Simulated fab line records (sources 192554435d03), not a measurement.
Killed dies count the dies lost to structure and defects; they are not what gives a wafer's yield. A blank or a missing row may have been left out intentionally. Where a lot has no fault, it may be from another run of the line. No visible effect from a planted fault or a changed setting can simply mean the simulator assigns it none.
Which tool did it? ; flow n5_finfet ; at 1 step of a route of 1938, 11 lots with 33 wafers sampled

## WHAT THE GAUGES READ, wafer by wafer
N5_BEOL_M12_OVL_MEAS_11.
lot;measured;on;V11_OVL (nm)
L074;day 11 00:43;overlay-02;-12 -12 -12
L078;day 11 09:40;overlay-02;-3 -16 -9
L076;day 11 19:19;overlay-02;-9 -11 -3
L080;day 12 00:10;overlay-01;-11 -14 -12
L083;day 12 18:08;overlay-01;4 7 -3
L087;day 13 12:56;overlay-02;4 -1 -3
L088;day 13 20:44;overlay-01;-8 -9 -10
L090;day 14 17:26;overlay-01;-10 -3 -2
L093;day 15 02:50;overlay-02;-5 -6 -6
L095;day 15 15:32;overlay-02;-1 -2 -2
L096;day 15 22:03;overlay-02;-5 -1 -1

## TOOL THAT RAN EACH LOT (tool first, then ch and the chambers of the sampled wafers, then the start)
No process step before these readings appears in the record.

## THE ANSWER, worked out from the rows above alone
Rule: the usual values come from the lots themselves. Put in order of their means at a reading, lots are off if they are a third of the lots or fewer, leave a main group of 4 or more, and stand apart from it by a gap of 3 or more times the standard deviation of the main group's means; of several such gaps the widest counts. A main group is skipped when, at the precision printed for the reading in the tables above, its means are all equal. A lot without any number at a reading at which 4 lots or more have one is off too. All remaining lots with rows at the step are treated as sound.
No lot is off on any of the readings shown, so nothing can be concluded from this.

## WHAT HAD BEEN PUT IN BY THE SIMULATOR
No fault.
